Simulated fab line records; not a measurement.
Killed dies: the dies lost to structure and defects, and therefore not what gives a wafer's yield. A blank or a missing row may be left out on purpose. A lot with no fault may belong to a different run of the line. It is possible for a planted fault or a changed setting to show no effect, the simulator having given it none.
Which tool was responsible? -- flow n5-finfet -- route of 1938 steps, sampled at 1 step: 10 lots, 29 wafers

## WHAT THE GAUGES SHOWED, per wafer
N5_BEOL_M4_RC_MEAS_101.
lot,measured,on,DIBL_N (mV/V)
L184,day 10 04:07,prober-01,38.3 35.6 37.6
L183,day 10 06:27,prober-02,37.8 39.1 39.7
L186,day 11 12:07,prober-02,36.8 35.6 35.8
L190,day 12 05:41,prober-01,35.7 37.2
L189,day 12 21:29,prober-01,38.7 36.1 37.1
L191,day 13 06:53,prober-01,35.3 35.4 38.4
L192,day 14 01:11,prober-01,37.3 38.0 33.8
L193,day 14 04:23,prober-02,36.8 36.5 36.3
L195,day 14 04:40,prober-01,39.2 38.6 38.5
L196,day 14 21:55,prober-02,36.6 34.5 33.8

## WHAT TOOL EACH LOT RAN ON (gives the tool, then ch and the chambers of the sampled wafers, and finally the start)
The record shows no process step preceding these readings.

## THE ANSWER, worked out from the rows above alone
Rule: what is usual is taken from the lots themselves. The widest of any qualifying gaps counts: lots, ordered by their means at a reading, are off when they make up no more than a third of the lots, leave a main group of 4 or more, and stand apart from it by 3 or more times the standard deviation of that group's means. If all means in a main group match to the digits the tables above print for the reading, that group is not used. A lot without any number at a reading at which 4 lots or more have one is off too. All remaining lots with rows at the step are treated as sound.
Across all readings shown, no lot is off: no conclusion can be drawn from this.

## WHAT THE SIMULATOR HAD INSERTED
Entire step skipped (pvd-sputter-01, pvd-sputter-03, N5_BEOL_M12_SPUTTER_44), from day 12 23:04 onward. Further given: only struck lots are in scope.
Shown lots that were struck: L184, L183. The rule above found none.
